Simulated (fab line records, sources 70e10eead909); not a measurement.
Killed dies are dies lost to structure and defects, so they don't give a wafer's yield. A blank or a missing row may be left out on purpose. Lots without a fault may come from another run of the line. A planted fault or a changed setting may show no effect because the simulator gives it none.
Which tool did it? | flow nand_harc | 7 lots, 21 wafers sampled, at 3 steps of a route of 1159

WHAT THE GAUGES READ, wafer by wafer
NHARC_A_ONON_D1_THK_MEAS_02: measures by ellipsometry.
lot  | measured     | on            | thk_nm (nm)
L679 | day 8 01:34  | film_metro-01 | 1000 999 1000
L682 | day 8 01:35  | film_metro-02 | 1019 1019 1020
L683 | day 8 11:25  | film_metro-01 | 1007 1006 1007
L686 | day 9 20:10  | film_metro-01 | 988 988 989
L692 | day 11 03:07 | film_metro-02 | 1477 1016 1015
L699 | day 12 06:38 | film_metro-01 | 998 998 995
L700 | day 12 16:52 | film_metro-01 | 997 995 996

WHICH TOOL RAN EACH LOT (tool, then ch and the chambers of the sampled wafers, then the start)
lot  | NHARC_A_ZERO_WELL_DESCUM_12        | NHARC_A_ONON_D1_DEP_00
L679 | rie_diel-09 ch 0,1,2, day 7 01:02  | pecvd_onon-03 ch 0, day 8 01:11
L682 | rie_diel-04 ch 0,1,2, day 7 06:41  | pecvd_onon-02 ch 0, day 8 01:07
L683 | rie_diel-11 ch 0,1, day 7 13:37    | pecvd_onon-03 ch 0, day 8 10:58
L686 | rie_diel-09 ch 0,2, day 8 16:56    | pecvd_onon-03 ch 0, day 9 19:40
L692 | rie_diel-04 ch 0,2,3, day 10 04:48 | pecvd_onon-03 ch 0, day 11 02:43
L699 | rie_diel-04 ch 0,1,3, day 11 04:36 | pecvd_onon-02 ch 0, day 12 06:08
L700 | rie_diel-04 ch 1,2,3, day 11 18:19 | pecvd_onon-02 ch 0, day 12 16:24
- NHARC_A_ZERO_WELL_DESCUM_12: chemistry O2, time 3 s.
- NHARC_A_ONON_D1_DEP_00: target thk 1000 nm.

THE ANSWER, worked out from the rows above alone
Rule: what is usual is taken from the lots themselves. Put in order of their means at a reading, lots are off if they are a third of the lots or fewer, leave a main group of 4 or more, and stand apart from it by a gap of 3 or more times the standard deviation of the main group's means; of several such gaps the widest counts. A main group whose means are all the same, to the digits that the tables above print for the reading, isn't used. A lot without any number at a reading at which 4 lots or more have one is off too. The other lots that the step has rows for count as sound.
Off: L692, at NHARC_A_ONON_D1_THK_MEAS_02 (thk_nm). The main group: mean 1001 nm, standard deviation 9.8.
A tool fits if, at a process step before that reading, it ran every lot that is off, and no sound lot after the first of them. The gauges at NHARC_A_ONON_D1_THK_MEAS_02 are tried like those tools. Can't be told from this: 2 tools fit, pecvd_onon-03 at NHARC_A_ONON_D1_DEP_00, film_metro-02 at NHARC_A_ONON_D1_THK_MEAS_02.

WHAT THE SIMULATOR HAD PUT IN
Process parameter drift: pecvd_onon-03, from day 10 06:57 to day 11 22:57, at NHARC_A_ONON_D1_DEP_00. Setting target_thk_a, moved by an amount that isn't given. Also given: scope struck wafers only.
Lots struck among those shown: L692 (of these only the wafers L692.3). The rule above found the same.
